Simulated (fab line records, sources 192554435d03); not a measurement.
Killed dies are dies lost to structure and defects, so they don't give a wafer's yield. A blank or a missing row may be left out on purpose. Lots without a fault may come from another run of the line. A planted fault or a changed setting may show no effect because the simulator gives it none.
A struck lot beside a sound one | flow n5_finfet | 14 steps out of a route of 1938
Sound: wafers L972.1, L972.3, L972.5. Struck: wafers L974.2, L974.3, L974.5. The cause comes at the end.
At each step with rows: each side's tool, then ch and its chambers, then its first start. Under that, the readings that differ: sound wafers | struck wafers | difference of the means | sigmas: that difference in standard deviations of wafers without a fault.
alike: readings whose means differ by less than 2 such deviations, and words and numbers that are the same on both sides. not compared: withheld readings, readings that some wafer has no value for, bounds like >300 that may hide the same value, and numbers for which the record gives no deviation and whose values overlap.
The two part at a step that has a row with sigmas, a row that says differs or no value, or rows on one side only. Numbers that don't overlap but have no deviation are shown without sigmas and don't part them. A reading that every wafer of one side lacks parts them only if that side has two wafers or more.

N5_BEOL_M11_ILD_DEP_00: deposits SiCOH lowk from DEMS/porogen, target thk 308.51 nm, time 58 s.
  sound on pecvd-01 ch 0, day 13 01:11; struck on pecvd-01 ch 1,2, day 14 01:00
  alike: heater_power_w, showerhead_plenum_p_Torr, throttle_valve_pct
N5_BEOL_M11_CURE_71: cures SiCOH lowk, time 240 s.
  sound on uv_cure-01 ch 0, day 13 01:18; struck on uv_cure-02 ch 1, day 14 01:10
  reading          | sound             | struck            | difference | sigmas
  wafer_temp_C_max | 386.1 386.7 386.5 | 387.9 387.6 386.8 | +1.0       | +2
  alike: lamp_power_pct
N5_BEOL_M11_THK_MEAS_01:
  sound on film_metro-01, day 13 01:49; struck on film_metro-02, day 14 01:37
  alike: M11_ILD_THK
N5_BEOL_M11_PECVD_70: deposits SiO2 from TEOS/O2, target thk 20 nm, time 22.7 s.
  sound on pecvd-03 ch 0,1, day 13 01:51; struck on pecvd-01 ch 1,2, day 14 01:38
  alike: heater_power_w, showerhead_plenum_p_Torr, throttle_valve_pct
N5_BEOL_M11_HM_DEP_02: deposits TiN, target thk 20 nm.
  sound on pvd_sputter-03, day 13 02:57; struck on pvd_sputter-01, day 14 04:04
  alike: throttle_valve_pct
then, 7 steps without rows for these wafers: N5_BEOL_M11_COAT_59 (time 60 s, resist thk 100 nm); N5_BEOL_M11_COAT_60 (time 60 s, resist thk 30 nm); N5_BEOL_M11_COAT_05 (resist thk 90 nm); N5_BEOL_M11_EBR_07; N5_BEOL_M11_SOFTBAKE_06 (time 60 s); N5_BEOL_M11_EXPOSE_08 (exposes mask M11); N5_BEOL_M11_PEB_09 (peb time 60 s).
N5_BEOL_M11_DEVELOP_10: develop time 30 s.
  sound on litho_track-03 ch 0, day 13 03:23; struck on litho_track-05, day 14 04:31
  no value came back on the struck wafers for chill_plate_temp_C (C), develop_time_s (s); on the sound wafers chill_plate_temp_C (C) reads 22.99 23.11 23.09
  reading                                       | sound        | struck       | difference | sigmas
  model.CAR-ArF_of_BEOL_M11_COAT_05.thk_nm (nm) | 88.2 88 88.2 | 90 90.2 90.4 | +2         |
N5_BEOL_M11_CD_MEAS_11: target cd 64.1 nm.
  sound on cd_sem-03 ch 0, day 13 03:27; struck on cd_sem-03 ch 0, day 14 04:34
  reading    | sound          | struck | difference                    | sigmas
  cd_nm (nm) | 63.4 63.9 64.2 | - - -  | no value on the struck wafers |

WHERE THEY PART
First at N5_BEOL_M11_CURE_71; last, within this record, at N5_BEOL_M11_CD_MEAS_11.

WHY: what the simulator had put in
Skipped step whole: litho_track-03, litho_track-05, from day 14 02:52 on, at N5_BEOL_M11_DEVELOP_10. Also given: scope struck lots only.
